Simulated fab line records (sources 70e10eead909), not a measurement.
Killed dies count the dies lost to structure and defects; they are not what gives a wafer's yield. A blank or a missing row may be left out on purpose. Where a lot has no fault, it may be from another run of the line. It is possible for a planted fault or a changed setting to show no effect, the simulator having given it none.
8D (eight disciplines) problem report, filled in by code -- flow nand harc -- the parts of the form that need people (team, actions taken, sign-off) are left out

== 1. PROBLEM STATEMENT ==
Wafers without a fault read 188.46 W, standard deviation 0.14; heater power total W at NHARC_A_SLIT_SOFTBAKE_04 reads a mean of 228.16 W on 6 wafers belonging to 2 lots. So: +99 or more standard deviations from the usual mean.
The step: time 55 s.
Seen first at day 25 09:00 on litho track-01, wafer L430.1. Wafers with a number at this step in the record: 39, from 13 lots. By rule, "out" or "out of limits" means more than 4 standard deviations away from the usual mean. The rest of the wafers with a number are treated as sound.

== 2. WHAT IT IS, WHAT IT ISN'T ==
question,is,is not
which readings at this step,heater power total W,-
which lots,"L430, L433","L418, L421, L422, L423, L424, L425, L427, L428, L435, L439, L440"
which wafers of those lots,all that have a number,-
read on which tools,litho track-01,"litho track-04, litho track-06"
when,from day 25 09:00,"up to then (24 sound wafers); but 9 sound wafers of L435, L439, L440 came after"

== 3. WHAT RULES OUT EACH SUSPECT ==
Counting: any tool at a process step up to the reading is kept as a suspect provided that every lot that is out went through it and no sound lot did after the first of them.
- cmp-03 at NHARC_A_SGD_CUT_CMP_21 (polishes, target thk 148.19 nm): ruled out as a lasting fault. Following L430 (day 25 04:08), the first lot on it that is out, the sound lots L439 were run on it.
- litho track-01 at NHARC_A_SLIT_SOFTBAKE_04 (time 55 s): kept. All lots that are out passed through it, beginning with L430 at day 25 09:00, and no sound lot followed; its final sound lot before that point was L428 at day 23 22:00. Out on those wafers are its own readings of heater power total W.
Remaining after the count: litho track-01 at NHARC_A_SLIT_SOFTBAKE_04.

== 4. THE CAUSE (what the simulator had put in) ==
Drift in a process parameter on litho track-01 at NHARC_A_SLIT_SOFTBAKE_04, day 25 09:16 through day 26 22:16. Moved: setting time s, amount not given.
After counting, this tool was the only one left.

== 5. SEQUENCE OF EFFECTS, ordered by route ==
Rows list readings where the struck wafers' mean (over those with a number) sits beyond 3 standard deviations from the usual. Scope: only readings with a usual standard deviation given in the record; hours: median across lots of the time from each lot's start at the first step in this table that gives one to its start at this step; sigmas: change in usual standard deviations.
hours,step,reading,usual,on struck wafers,change,sigmas
0,NHARC_A_SLIT_SOFTBAKE_04,heater power total W,188.46 W,228.16,+39.70,+99 or more
The process steps in it:
- NHARC_A_SLIT_SOFTBAKE_04: time 55 s.

== 6. WHAT WOULD HAVE CAUGHT IT SOONER ==
In this record the first reading out of limits was taken at day 25 09:00.
